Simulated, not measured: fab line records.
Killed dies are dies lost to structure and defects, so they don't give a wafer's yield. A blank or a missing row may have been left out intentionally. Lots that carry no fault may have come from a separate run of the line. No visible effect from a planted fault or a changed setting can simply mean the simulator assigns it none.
Chamber matching    flow n5 finfet    rie diel-02 running N5_HKMG_FIN_ETCH_58: 4 sister chambers
The step etches SOC in N2/H2, target depth 215.8 nm, time 741 s. 4 wafers are shown with their chamber, then 9 later ones without.

EACH WAFER AND ITS CHAMBER
wafer   chamber  showerhead plenum p Torr (Torr)
L089.5  1        2.60
L092.1  3        2.60
L092.2  2        2.66
L092.3  0        2.41

WAFERS WHOSE CHAMBER IS MISSING
wafer   showerhead plenum p Torr (Torr)
L094.3  2.59
L094.5  2.66
L094.6  2.59
L096.1  2.59
L096.4  2.66
L096.5  2.66
L097.1  2.66
L097.3  2.41
L097.6  2.41

CHAMBER TAKEN BY EACH
wafer   from the rows above      in truth
L094.3  can't be placed: 1 or 3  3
L094.5  2                        2
L094.6  can't be placed: 1 or 3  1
L096.1  can't be placed: 1 or 3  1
L096.4  2                        2
L096.5  2                        2
L097.1  2                        2
L097.3  0                        0
L097.6  0                        0
6 of 9 placed correctly. Unplaceable from these rows: 3, with the true chamber sitting among the candidates in 3. Number placed wrongly: 0.
How it was worked out, from the rows above alone: a wafer's distance from a chamber is the root of the sum, over the readings, of the square of ((its reading less the chamber's mean) divided by the reading's scatter). The wafer belongs to the nearest chamber; if the next one is less than 2 further off, it can't be placed. A chamber's mean is the mean of its shown wafers. The scatter (one wafer shown for each chamber): square how far every hidden wafer sits from the nearest shown wafer, average those squares and take the square root.
